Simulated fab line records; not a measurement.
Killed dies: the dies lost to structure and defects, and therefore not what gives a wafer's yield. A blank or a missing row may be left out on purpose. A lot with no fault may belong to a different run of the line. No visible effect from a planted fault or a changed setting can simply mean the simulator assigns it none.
2 desks, one fault    flow n5-finfet    each desk has only its own numbers; what lay behind them comes last

FROM THE METROLOGY DESK
Lot by lot, what the gauges showed, no matter which tool ran the lot: averages of those sampled wafers that carry a number. A lot is out of limits, marked OUT, if its mean lies more than 4 standard deviations from the usual mean; the brackets give that distance.
Columns: A = cd-nm at N5_BEOL_M13_CD_MEAS_17, usual 190.3 nm; B = cd-nm at N5_BEOL_M13_CD_MEAS_28, usual 209.8 nm
lot   first seen here  A      B
L576  day 11 01:22     188.8  210.4
L588  day 13 23:28     192.6  210.2
L586  day 14 09:22     193.2  209.9
L590  day 14 09:27     189.7  209.6
L592  day 15 04:06     190.5  208.8
L595  day 15 12:13     192.1  210.0
L594  day 15 19:55     190.2  210.1
L596  day 16 08:17     191.4  208.5
L598  day 16 18:02     193.6  210.2
Result from this desk: across the 9 lots, nothing is out of limits.

AT THE TOOL OWNER'S DESK: rie-diel-03
The tool's own readings at N5_BEOL_M13_ETCH_59 (etches BARC in N2/H2, target depth 89 nm, overetch 26.7 nm, time 67.9 s): means of the sampled wafers that have a number, for each lot that ran on this tool. A lot is out of limits, marked OUT, if its mean lies more than 4 standard deviations from the usual mean; the brackets give that distance.
Columns: A = bias-w at N5_BEOL_M13_ETCH_59, usual 150.0 W; B = drypump-motor-current-A at N5_BEOL_M13_ETCH_59, usual 5.7 A; C = oes-product-au at N5_BEOL_M13_ETCH_59, usual 0.69 a.u.; D = rf-vpp-V at N5_BEOL_M13_ETCH_59, usual 524.8 V; E = showerhead-plenum-p-Torr at N5_BEOL_M13_ETCH_59, usual 2.58 Torr; F = throttle-valve-pct at N5_BEOL_M13_ETCH_59, usual 17.79 %
lot   first seen here  A      B    C     D      E     F
L576  day 11 00:52     149.8  6.5  0.69  526.7  2.68  17.83
L588  day 13 22:58     150.1  5.9  0.72  524.7  2.58  17.65
L586  day 14 08:53     150.4  6.0  0.68  523.0  2.55  17.73
L598  day 16 17:29     149.7  6.0  0.69  525.2  2.61  17.83
Result from this desk: across the 4 lots, nothing is out of limits.

BROUGHT TOGETHER
Nothing out of limits was seen by the metrology desk.
The desk of the tool owner found nothing out of limits.

WHAT HAD BEEN PUT IN BY THE SIMULATOR
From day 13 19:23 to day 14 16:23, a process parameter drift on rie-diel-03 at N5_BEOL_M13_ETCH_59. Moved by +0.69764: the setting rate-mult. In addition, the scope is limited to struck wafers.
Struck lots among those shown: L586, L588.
